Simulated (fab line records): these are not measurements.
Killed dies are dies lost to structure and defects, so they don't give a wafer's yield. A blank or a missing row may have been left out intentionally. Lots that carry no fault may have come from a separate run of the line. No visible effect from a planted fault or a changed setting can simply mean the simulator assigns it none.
Which tool is to blame? || flow n5Finfet || Sampling: 9 lots, 27 wafers, 5 of 1938 route steps

## WHAT EACH GAUGE READ, for each wafer
N5_BEOL_M4_RC_MEAS_101. Usual: DIBL_N 36.5 mV/V, standard deviation 2; DIBL_P 36.5 mV/V, standard deviation 2.3; IOFF_N 0.16 nA/um, standard deviation 0.036; IOFF_P 0.21 nA/um, standard deviation 0.037; ION_N 672 uA/um, standard deviation 12; ION_P 459 uA/um, standard deviation 7.1; SS_N 71.6 mV/dec, standard deviation 0.73; SS_P 73.4 mV/dec, standard deviation 0.76; VT_N 250 mV, standard deviation 3.3; VT_P -250.5 mV, standard deviation 2.9.
{"lot": "L520", "measured": "day 8 18:32", "on": "prober-01", "DIBL_N (mV/V)": "36.6 36.1 38.4", "DIBL_P (mV/V)": "33.7 33.6 36.9", "IOFF_N (nA/um)": "0.13 0.13 0.17", "IOFF_P (nA/um)": "0.17 0.18 0.22", "ION_N (uA/um)": "661 668 687", "ION_P (uA/um)": "458 455 471", "SS_N (mV/dec)": "71.9 70.7 72.0", "SS_P (mV/dec)": "72.1 72.0 73.1", "VT_N (mV)": "251 251 245", "VT_P (mV)": "-253.6 -250.0 -247.1", "flag": ""}
{"lot": "L523", "measured": "day 9 02:56", "on": "prober-01", "DIBL_N (mV/V)": "32.9 36.0 31.2", "DIBL_P (mV/V)": "33.3 36.4 31.0", "IOFF_N (nA/um)": "0.11 0.15 0.10", "IOFF_P (nA/um)": "0.17 0.21 0.14", "ION_N (uA/um)": "671 682 672", "ION_P (uA/um)": "465 468 465", "SS_N (mV/dec)": "70.6 70.7 69.7", "SS_P (mV/dec)": "72.2 73.5 72.0", "VT_N (mV)": "253 249 257", "VT_P (mV)": "-255.8 -247.8 -254.7", "flag": ""}
{"lot": "L524", "measured": "day 9 09:58", "on": "prober-02", "DIBL_N (mV/V)": "37.3 36.1 35.4", "DIBL_P (mV/V)": "35.9 35.1 33.9", "IOFF_N (nA/um)": "0.20 0.18 0.17", "IOFF_P (nA/um)": "0.24 0.24 0.21", "ION_N (uA/um)": "665 679 689", "ION_P (uA/um)": "450 467 470", "SS_N (mV/dec)": "71.8 71.3 71.3", "SS_P (mV/dec)": "73.2 73.1 73.8", "VT_N (mV)": "244 249 246", "VT_P (mV)": "-250.3 -250.9 -248.8", "flag": ""}
{"lot": "L527", "measured": "day 10 13:35", "on": "prober-02", "DIBL_N (mV/V)": "37.6 36.0 33.6", "DIBL_P (mV/V)": "38.5 36.5 33.9", "IOFF_N (nA/um)": "0.18 0.15 0.11", "IOFF_P (nA/um)": "0.23 0.19 0.16", "ION_N (uA/um)": "675 680 664", "ION_P (uA/um)": "461 461 451", "SS_N (mV/dec)": "72.6 71.7 70.6", "SS_P (mV/dec)": "74.5 73.3 72.6", "VT_N (mV)": "248 249 255", "VT_P (mV)": "-248.7 -250.3 -253.8", "flag": ""}
{"lot": "L528", "measured": "day 10 13:52", "on": "prober-01", "DIBL_N (mV/V)": "34.3 33.8 31.9", "DIBL_P (mV/V)": "35.4 33.2 32.0", "IOFF_N (nA/um)": "0.13 0.11 0.10", "IOFF_P (nA/um)": "0.20 0.16 0.16", "ION_N (uA/um)": "664 630 658", "ION_P (uA/um)": "462 439 459", "SS_N (mV/dec)": "71.3 72.2 71.1", "SS_P (mV/dec)": "72.5 72.7 72.3", "VT_N (mV)": "253 259 255", "VT_P (mV)": "-249.4 -255.7 -251.8", "flag": ""}
{"lot": "L530", "measured": "day 11 17:28", "on": "prober-01", "DIBL_N (mV/V)": "38.3 39.4 38.6", "DIBL_P (mV/V)": "36.8 37.8 37.5", "IOFF_N (nA/um)": "0.19 0.24 0.21", "IOFF_P (nA/um)": "0.25 0.27 0.27", "ION_N (uA/um)": "684 693 680", "ION_P (uA/um)": "464 465 462", "SS_N (mV/dec)": "71.7 72.8 72.3", "SS_P (mV/dec)": "74.4 74.5 74.3", "VT_N (mV)": "245 243 247", "VT_P (mV)": "-248.6 -247.5 -247.8", "flag": ""}
{"lot": "L538", "measured": "day 13 10:04", "on": "prober-02", "DIBL_N (mV/V)": "36.7 38.1 38.2", "DIBL_P (mV/V)": "36.8 38.8 38.9", "IOFF_N (nA/um)": "0.15 0.17 0.17", "IOFF_P (nA/um)": "0.20 0.22 0.23", "ION_N (uA/um)": "670 671 678", "ION_P (uA/um)": "454 458 458", "SS_N (mV/dec)": "71.4 71.5 72.2", "SS_P (mV/dec)": "73.5 73.9 73.0", "VT_N (mV)": "253 248 249", "VT_P (mV)": "-255.1 -251.8 -251.8", "flag": ""}
{"lot": "L540", "measured": "day 13 21:25", "on": "prober-01", "DIBL_N (mV/V)": "38.1 37.5 37.7", "DIBL_P (mV/V)": "41.2 39.5 39.4", "IOFF_N (nA/um)": "0.24 0.21 0.21", "IOFF_P (nA/um)": "0.30 0.26 0.26", "ION_N (uA/um)": "691 684 661", "ION_P (uA/um)": "474 467 449", "SS_N (mV/dec)": "72.1 71.8 72.3", "SS_P (mV/dec)": "73.9 74.3 74.0", "VT_N (mV)": "243 248 247", "VT_P (mV)": "-243.0 -246.6 -245.4", "flag": ""}
{"lot": "L541", "measured": "day 14 20:04", "on": "prober-01", "DIBL_N (mV/V)": "38.1 39.1 38.8", "DIBL_P (mV/V)": "40.2 40.6 41.3", "IOFF_N (nA/um)": "0.19 0.22 0.21", "IOFF_P (nA/um)": "0.21 0.23 0.23", "ION_N (uA/um)": "671 682 675", "ION_P (uA/um)": "457 457 456", "SS_N (mV/dec)": "71.6 72.8 72.4", "SS_P (mV/dec)": "75.2 74.2 74.7", "VT_N (mV)": "249 246 248", "VT_P (mV)": "-250.8 -251.5 -248.9", "flag": ""}

N5_BEOL_M5_THK_MEAS_01. Usual: M5_ILD_THK typically reads 120.8 nm, with standard deviation 1.6.
{"lot": "L520", "measured": "day 8 19:46", "on": "filmMetro-02", "M5_ILD_THK (nm)": "120.5 123.4 122.1", "flag": ""}
{"lot": "L523", "measured": "day 9 05:05", "on": "filmMetro-02", "M5_ILD_THK (nm)": "120.6 123.7 124.2", "flag": ""}
{"lot": "L524", "measured": "day 9 11:11", "on": "filmMetro-01", "M5_ILD_THK (nm)": "121.5 122.5 123.3", "flag": ""}
{"lot": "L527", "measured": "day 10 14:58", "on": "filmMetro-01", "M5_ILD_THK (nm)": "119.0 122.2 122.3", "flag": ""}
{"lot": "L528", "measured": "day 10 15:24", "on": "filmMetro-01", "M5_ILD_THK (nm)": "119.1 120.0 119.1", "flag": ""}
{"lot": "L530", "measured": "day 11 18:41", "on": "filmMetro-01", "M5_ILD_THK (nm)": "120.4 122.3 122.2", "flag": ""}
{"lot": "L538", "measured": "day 13 11:17", "on": "filmMetro-02", "M5_ILD_THK (nm)": "117.5 121.7 201.6", "flag": "OFF"}
{"lot": "L540", "measured": "day 13 22:48", "on": "filmMetro-01", "M5_ILD_THK (nm)": "198.3 118.0 119.8", "flag": "OFF"}
{"lot": "L541", "measured": "day 14 21:36", "on": "filmMetro-01", "M5_ILD_THK (nm)": "120.3 120.8 122.7", "flag": ""}

## TOOL THAT RAN EACH LOT (tool first, then ch and the chambers of the sampled wafers, then the start)
{"lot": "L520", "N5_BEOL_M4_ANNEAL_80": "pvdSputter-03, day 8 15:40", "N5_BEOL_M4_SPUTTER_81": "pvdSputter-03, day 8 15:49", "N5_BEOL_M5_ILD_DEP_00": "pecvd-01 ch 0,1,2, day 8 19:12"}
{"lot": "L523", "N5_BEOL_M4_ANNEAL_80": "pvdSputter-03, day 9 00:19", "N5_BEOL_M4_SPUTTER_81": "pvdSputter-03, day 9 00:27", "N5_BEOL_M5_ILD_DEP_00": "pecvd-01 ch 0,1,2, day 9 03:53"}
{"lot": "L524", "N5_BEOL_M4_ANNEAL_80": "pvdSputter-02, day 9 06:49", "N5_BEOL_M4_SPUTTER_81": "pvdSputter-02, day 9 06:58", "N5_BEOL_M5_ILD_DEP_00": "pecvd-01 ch 0,1, day 9 10:37"}
{"lot": "L527", "N5_BEOL_M4_ANNEAL_80": "pvdSputter-02, day 10 10:52", "N5_BEOL_M4_SPUTTER_81": "pvdSputter-02, day 10 11:01", "N5_BEOL_M5_ILD_DEP_00": "pecvd-01 ch 0,1,2, day 10 14:23"}
{"lot": "L528", "N5_BEOL_M4_ANNEAL_80": "pvdSputter-03, day 10 11:13", "N5_BEOL_M4_SPUTTER_81": "pvdSputter-03, day 10 11:21", "N5_BEOL_M5_ILD_DEP_00": "pecvd-01 ch 1,2, day 10 14:49"}
{"lot": "L530", "N5_BEOL_M4_ANNEAL_80": "pvdSputter-02, day 11 14:26", "N5_BEOL_M4_SPUTTER_81": "pvdSputter-02, day 11 14:34", "N5_BEOL_M5_ILD_DEP_00": "pecvd-01 ch 0,1,2, day 11 18:07"}
{"lot": "L538", "N5_BEOL_M4_ANNEAL_80": "pvdSputter-02, day 13 06:25", "N5_BEOL_M4_SPUTTER_81": "pvdSputter-02, day 13 06:33", "N5_BEOL_M5_ILD_DEP_00": "pecvd-01 ch 0,1,2, day 13 10:43"}
{"lot": "L540", "N5_BEOL_M4_ANNEAL_80": "pvdSputter-01, day 13 15:31", "N5_BEOL_M4_SPUTTER_81": "pvdSputter-01, day 13 15:39", "N5_BEOL_M5_ILD_DEP_00": "pecvd-01 ch 0,2, day 13 22:14"}
{"lot": "L541", "N5_BEOL_M4_ANNEAL_80": "pvdSputter-03, day 14 14:23", "N5_BEOL_M4_SPUTTER_81": "pvdSputter-03, day 14 14:32", "N5_BEOL_M5_ILD_DEP_00": "pecvd-04 ch 0,1,2, day 14 21:02"}
- N5_BEOL_M4_ANNEAL_80: time 240 s.
- N5_BEOL_M4_SPUTTER_81: material Cu, target thk 4.5 nm, time 8.29 s.
- N5_BEOL_M5_ILD_DEP_00: deposits SiCOH lowk from DEMS/porogen, target thk 140.64 nm, time 25.9 s.

## AS READ BY THE TOOLS THEMSELVES (means over the sampled wafers that have a number; for cases with no such wafer, the mark the record gives instead)
N5_BEOL_M4_ANNEAL_80. Usual: heaterPowerW at 830 W, with a standard deviation of 60.
{"lot": "L520", "tool": "pvdSputter-03", "heaterPowerW (W)": 780, "flag": ""}
{"lot": "L523", "tool": "pvdSputter-03", "heaterPowerW (W)": 827, "flag": ""}
{"lot": "L524", "tool": "pvdSputter-02", "heaterPowerW (W)": 842, "flag": ""}
{"lot": "L527", "tool": "pvdSputter-02", "heaterPowerW (W)": 856, "flag": ""}
{"lot": "L528", "tool": "pvdSputter-03", "heaterPowerW (W)": 832, "flag": ""}
{"lot": "L530", "tool": "pvdSputter-02", "heaterPowerW (W)": 835, "flag": ""}
{"lot": "L538", "tool": "pvdSputter-02", "heaterPowerW (W)": 841, "flag": ""}
{"lot": "L540", "tool": "pvdSputter-01", "heaterPowerW (W)": 822, "flag": ""}
{"lot": "L541", "tool": "pvdSputter-03", "heaterPowerW (W)": 826, "flag": ""}

N5_BEOL_M4_SPUTTER_81. Usual: throttleValvePct at 30.0 %, with a standard deviation of 0.83.
{"lot": "L520", "tool": "pvdSputter-03", "throttleValvePct (%)": 30.5, "flag": ""}
{"lot": "L523", "tool": "pvdSputter-03", "throttleValvePct (%)": 30.6, "flag": ""}
{"lot": "L524", "tool": "pvdSputter-02", "throttleValvePct (%)": 29.9, "flag": ""}
{"lot": "L527", "tool": "pvdSputter-02", "throttleValvePct (%)": 30.2, "flag": ""}
{"lot": "L528", "tool": "pvdSputter-03", "throttleValvePct (%)": 30.6, "flag": ""}
{"lot": "L530", "tool": "pvdSputter-02", "throttleValvePct (%)": 29.4, "flag": ""}
{"lot": "L538", "tool": "pvdSputter-02", "throttleValvePct (%)": 29.1, "flag": ""}
{"lot": "L540", "tool": "pvdSputter-01", "throttleValvePct (%)": 29.3, "flag": ""}
{"lot": "L541", "tool": "pvdSputter-03", "throttleValvePct (%)": 30.6, "flag": ""}

N5_BEOL_M5_ILD_DEP_00. Usual: chamberPressureTorr 5.001 Torr, standard deviation 0.012; heaterPowerW 283 W, standard deviation 28; showerheadPlenumPTorr 5.736 Torr, standard deviation 0.014; throttleValvePct 14.0 %, standard deviation 0.86.
{"lot": "L520", "tool": "pecvd-01", "chamberPressureTorr (Torr)": 5.001, "heaterPowerW (W)": 271, "showerheadPlenumPTorr (Torr)": 5.744, "throttleValvePct (%)": 14.1, "flag": ""}
{"lot": "L523", "tool": "pecvd-01", "chamberPressureTorr (Torr)": 5.004, "heaterPowerW (W)": 285, "showerheadPlenumPTorr (Torr)": 5.724, "throttleValvePct (%)": 14.3, "flag": ""}
{"lot": "L524", "tool": "pecvd-01", "chamberPressureTorr (Torr)": 5.010, "heaterPowerW (W)": 280, "showerheadPlenumPTorr (Torr)": 5.739, "throttleValvePct (%)": 15.2, "flag": ""}
{"lot": "L527", "tool": "pecvd-01", "chamberPressureTorr (Torr)": 5.004, "heaterPowerW (W)": 284, "showerheadPlenumPTorr (Torr)": 5.723, "throttleValvePct (%)": 14.3, "flag": ""}
{"lot": "L528", "tool": "pecvd-01", "chamberPressureTorr (Torr)": 4.997, "heaterPowerW (W)": 288, "showerheadPlenumPTorr (Torr)": 5.734, "throttleValvePct (%)": 14.0, "flag": ""}
{"lot": "L530", "tool": "pecvd-01", "chamberPressureTorr (Torr)": 4.997, "heaterPowerW (W)": 278, "showerheadPlenumPTorr (Torr)": 5.737, "throttleValvePct (%)": 14.4, "flag": ""}
{"lot": "L538", "tool": "pecvd-01", "chamberPressureTorr (Torr)": 5.013, "heaterPowerW (W)": 266, "showerheadPlenumPTorr (Torr)": 5.745, "throttleValvePct (%)": 14.3, "flag": ""}
{"lot": "L540", "tool": "pecvd-01", "chamberPressureTorr (Torr)": 4.995, "heaterPowerW (W)": 252, "showerheadPlenumPTorr (Torr)": 5.736, "throttleValvePct (%)": 13.7, "flag": ""}
{"lot": "L541", "tool": "pecvd-04", "chamberPressureTorr (Torr)": 5.007, "heaterPowerW (W)": 278, "showerheadPlenumPTorr (Torr)": 5.744, "throttleValvePct (%)": 13.2, "flag": ""}

## THE ANSWER, worked out from the rows above alone
Rule: lot off if the mean of its wafers having a number is beyond 3 standard deviations from the usual mean. Also off: a lot with no number at a reading for which 4 or more lots have one. Any other lot the step has rows for is counted as sound. First the gauges in route order, then the tools' own readings, where a lot's mean is used as printed above. The first step at which some lot is off is used, and at that step the reading that is off furthest; a lot without a number counts as furthest.
Off: L538, L540, seen at N5_BEOL_M5_THK_MEAS_01 (M5_ILD_THK).
A tool fits if, at a process step before that reading, it ran every lot that is off, and no sound lot after the first of them. Gauges at N5_BEOL_M5_THK_MEAS_01: tried the same way as those tools. One candidate fits, namely pecvd-01 at N5_BEOL_M5_ILD_DEP_00. A fault onset in the window from L530 (day 11 18:07, its last sound lot) to L538 (day 13 10:43, its first lot off) fits.

## WHAT THE SIMULATOR HAD INSERTED
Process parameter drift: pecvd-01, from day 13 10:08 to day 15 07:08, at N5_BEOL_M5_ILD_DEP_00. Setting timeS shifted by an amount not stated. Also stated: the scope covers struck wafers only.
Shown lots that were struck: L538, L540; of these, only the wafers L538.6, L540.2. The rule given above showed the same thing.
